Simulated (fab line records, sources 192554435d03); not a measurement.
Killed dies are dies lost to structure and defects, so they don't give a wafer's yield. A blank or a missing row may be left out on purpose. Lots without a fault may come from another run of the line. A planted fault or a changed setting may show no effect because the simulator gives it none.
Chamber matching | flow n5_finfet | N5_GATE_CUT_STRIP_59 on rie_diel-02: 4 sister chambers
The step strips in N2/H2, time 20 s. 4 wafers are shown with their chamber, then 9 later ones without.

WAFERS WITH THEIR CHAMBER
wafer  | chamber | showerhead_plenum_p_Torr (Torr)
L090.6 | 0       | 3.53
L094.4 | 2       | 3.28
L094.5 | 3       | 3.46
L094.6 | 1       | 3.32

WAFERS WITHOUT THEIR CHAMBER
wafer  | showerhead_plenum_p_Torr (Torr)
L095.2 | 3.46
L095.4 | 3.28
L095.5 | 3.46
L096.1 | 3.52
L096.3 | 3.27
L096.6 | 3.27
L097.3 | 3.45
L097.4 | 3.52
L097.6 | 3.45

WHICH CHAMBER EACH WENT THROUGH
wafer  | from the rows above | in truth
L095.2 | 3                   | 3
L095.4 | 2                   | 2
L095.5 | 3                   | 3
L096.1 | 0                   | 0
L096.3 | 2                   | 2
L096.6 | 2                   | 2
L097.3 | 3                   | 3
L097.4 | 0                   | 0
L097.6 | 3                   | 3
Placed correctly: 9 of 9. Can't be placed from these rows: 0. Placed wrongly: 0.
How it was worked out, from the rows above alone: a wafer's distance from a chamber is the root of the sum, over the readings, of the square of ((its reading less the chamber's mean) divided by the reading's scatter). The wafer belongs to the nearest chamber; if the next one is less than 2 further off, it can't be placed. A chamber's mean is the mean of its shown wafers. The scatter: with one shown wafer a chamber, the root of the mean of the squares of how far each hidden wafer lies from its nearest shown one.
